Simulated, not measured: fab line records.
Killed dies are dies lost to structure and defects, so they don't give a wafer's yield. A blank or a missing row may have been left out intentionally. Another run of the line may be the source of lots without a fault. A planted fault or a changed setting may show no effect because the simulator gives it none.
Chamber matching | flow n5 finfet | N5_BEOL_M4_STRIP_36 on rie diel-04 has 4 sister chambers
The step strips in N2/H2. 4 wafers are shown with their chamber, then 8 later ones without.

== EACH WAFER AND ITS CHAMBER ==
wafer  | chamber | showerhead plenum p Torr (Torr)
L085.4 | 0       | 2.59
L086.5 | 2       | 2.62
L086.6 | 1       | 2.49
L089.2 | 3       | 2.43

== WAFERS WHOSE CHAMBER IS MISSING ==
wafer  | showerhead plenum p Torr (Torr)
L089.4 | 2.62
L089.6 | 2.58
L091.1 | 2.62
L091.2 | 2.58
L091.6 | 2.62
L095.1 | 2.49
L095.4 | 2.49
L095.5 | 2.43

== CHAMBER TAKEN BY EACH ==
wafer  | from the rows above | in truth
L089.4 | 2                   | 2
L089.6 | 0                   | 0
L091.1 | 2                   | 2
L091.2 | 0                   | 0
L091.6 | 2                   | 2
L095.1 | 1                   | 1
L095.4 | 1                   | 1
L095.5 | 3                   | 3
Correct placement for 8 of the 8. From these rows, 0 cannot be placed. Placed wrongly: 0.
How it was worked out, from the rows above alone: a wafer's distance from a chamber is the root of the sum, over the readings, of the square of ((its reading less the chamber's mean) divided by the reading's scatter). The wafer belongs to the nearest chamber; if the next one is less than 2 further off, it can't be placed. For every chamber, the mean is computed from those of its wafers that are shown. The scatter (one wafer shown for each chamber): square how far every hidden wafer sits from the nearest shown wafer, average those squares and take the square root.
